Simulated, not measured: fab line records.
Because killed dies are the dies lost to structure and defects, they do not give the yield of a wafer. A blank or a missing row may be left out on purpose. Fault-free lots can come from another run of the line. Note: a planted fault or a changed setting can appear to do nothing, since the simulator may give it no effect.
Tool commonality check	flow n5Finfet	8 lots, 24 wafers sampled

## WHAT PROMPTED THE OPENING
At N5_BEOL_M4_OCD_MEAS_38 the reading trenchDepthNm is flagged on 2 of 8 lots. No-fault wafers: 55.0 nm, standard deviation 1.1.
Rule: flag the lot when none of its wafers has a number, or when each of its wafers that has one lies beyond 4 standard deviations from that mean. The other lots count as sound.

lot	measured	on	trenchDepthNm (nm), wafer by wafer	flag
L747	day 10 18:56	ocd-02	54.7 52.8 54.7	
L751	day 12 01:32	ocd-01	55.3 55.1 53.5	
L754	day 12 08:46	ocd-01	49.9 47.2 48.9	FLAGGED
L760	day 13 20:59	ocd-01	55.9 56.5 55.3	
L759	day 13 21:02	ocd-02	49.5 48.5 48.9	FLAGGED
L763	day 14 19:20	ocd-01	53.4 54.6 56.0	
L765	day 15 03:47	ocd-02	52.5 54.6 53.4	
L767	day 15 07:16	ocd-01	56.1 53.0 53.1	
On average the flagged lots' numbers are 48.8 nm, which is -6.2 nm against the usual, or -6 standard deviations.

## WHICH TOOL EACH LOT WENT THROUGH
The record holds 2 process steps before the reading, out of a route of 1938 steps. Read each cell as the tool, then ch plus the chambers that the sampled wafers visited, then the start.
lot	flag	N5_BEOL_M4_ALD_98	N5_BEOL_M4_TRENCH_ETCH_37
L747		aldSin-04 ch 2,3, day 9 14:44	rieDiel-03 ch 0,2,3, day 10 18:47
L751		aldSin-01 ch 0,1,3, day 10 21:21	rieDiel-03 ch 1,2,3, day 12 01:23
L754	FLAGGED	aldSin-01 ch 0,1, day 11 06:33	rieDiel-03 ch 0,1,3, day 12 08:37
L760		aldSin-03 ch 2,3, day 12 19:07	rieDiel-01 ch 1,3, day 13 20:50
L759	FLAGGED	aldSin-03 ch 1,2, day 12 19:12	rieDiel-03 ch 1,2, day 13 20:52
L763		aldSin-03 ch 1,3, day 13 18:25	rieDiel-01 ch 0,1,2, day 14 19:11
L765		aldSin-04 ch 0,3, day 14 02:38	rieDiel-04 ch 0,1, day 15 03:38
L767		aldSin-01 ch 1,3, day 14 12:52	rieDiel-04 ch 0,3, day 15 07:07
What these steps do:
- N5_BEOL_M4_ALD_98: deposits SiO2, target thk 2.5 nm, pulse time 1 s, co reactant pulse time 1 s.
- N5_BEOL_M4_TRENCH_ETCH_37: etches SiOC in C4F6/O2, target depth 55.555 nm, time 29.2 s.
- N5_BEOL_M4_OCD_MEAS_38

## FLAGGED AGAINST TOTAL, ONE TOOL AT A TIME (gauges that did the reading follow at the end)
step	tool	lots run	flagged	share of the flagged lots	sound lots run after its first flagged lot
N5_BEOL_M4_ALD_98	aldSin-01	3	1	some	1 (L767)
N5_BEOL_M4_ALD_98	aldSin-03	3	1	some	1 (L763)
N5_BEOL_M4_ALD_98	aldSin-04	2	0	none	-
N5_BEOL_M4_TRENCH_ETCH_37	rieDiel-01	2	0	none	-
N5_BEOL_M4_TRENCH_ETCH_37	rieDiel-03	4	2	all	0
N5_BEOL_M4_TRENCH_ETCH_37	rieDiel-04	2	0	none	-
N5_BEOL_M4_OCD_MEAS_38	ocd-01	5	1	some	3 (L760,L763,L767)
N5_BEOL_M4_OCD_MEAS_38	ocd-02	3	1	some	1 (L765)

## WHAT THE TABLE ALLOWS
In the table, 1 row covers all flagged lots: rieDiel-03 at N5_BEOL_M4_TRENCH_ETCH_37.
- rieDiel-03 at N5_BEOL_M4_TRENCH_ETCH_37: 2 of its 4 lots flagged. Last sound lot L751 at day 12 01:23, first flagged lot L754 at day 12 08:37; a fault beginning in between fits. Its own readings lie more than 4 standard deviations out on every wafer of the flagged lots: rfFwdPowerW, rfVppV.
What remains is a single tool, rieDiel-03 at N5_BEOL_M4_TRENCH_ETCH_37.

## WHAT HAD BEEN PUT IN BY THE SIMULATOR
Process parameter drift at N5_BEOL_M4_TRENCH_ETCH_37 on rieDiel-03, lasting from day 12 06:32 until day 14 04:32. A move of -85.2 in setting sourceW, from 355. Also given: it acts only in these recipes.
Shown lots that were struck: L754, L759. The same result came from the rule above.
